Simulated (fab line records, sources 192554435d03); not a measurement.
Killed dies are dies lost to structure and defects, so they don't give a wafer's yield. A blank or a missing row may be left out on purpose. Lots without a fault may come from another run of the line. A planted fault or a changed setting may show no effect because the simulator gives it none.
Chamber matching | flow n5_finfet | N5_BEOL_M5_ETCH_75 on rie_diel-02: 4 sister chambers
The step etches underlayer in N2/H2, target depth 6.5 nm, time 5.2 s. 4 wafers are shown with their chamber, then 12 later ones without.

WAFERS WITH THEIR CHAMBER
wafer  | chamber | drypump_motor_current_A (A)
L080.6 | 0       | 5.7
L091.2 | 3       | 6.3
L091.5 | 2       | 5.2
L091.6 | 1       | 5.7

WAFERS WITHOUT THEIR CHAMBER
wafer  | drypump_motor_current_A (A)
L094.1 | 6.3
L094.5 | 5.2
L094.6 | 6.3
L095.3 | 5.2
L095.4 | 6.3
L095.6 | 5.7
L096.1 | 5.7
L096.2 | 5.1
L096.3 | 6.2
L096.4 | 6.2
L096.5 | 5.1
L096.6 | 5.7

WHICH CHAMBER EACH WENT THROUGH
wafer  | from the rows above     | in truth
L094.1 | 3                       | 3
L094.5 | 2                       | 2
L094.6 | 3                       | 3
L095.3 | 2                       | 2
L095.4 | 3                       | 3
L095.6 | can't be placed: 0 or 1 | 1
L096.1 | can't be placed: 0 or 1 | 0
L096.2 | 2                       | 2
L096.3 | 3                       | 3
L096.4 | 3                       | 3
L096.5 | 2                       | 2
L096.6 | can't be placed: 0 or 1 | 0
Placed correctly: 9 of 12. Can't be placed from these rows: 3 (the true chamber is among the candidates in 3). Placed wrongly: 0.
How it was worked out, from the rows above alone: a wafer's distance from a chamber is the root of the sum, over the readings, of the square of ((its reading less the chamber's mean) divided by the reading's scatter). The wafer belongs to the nearest chamber; if the next one is less than 2 further off, it can't be placed. A chamber's mean is the mean of its shown wafers. The scatter: with one shown wafer a chamber, the root of the mean of the squares of how far each hidden wafer lies from its nearest shown one.
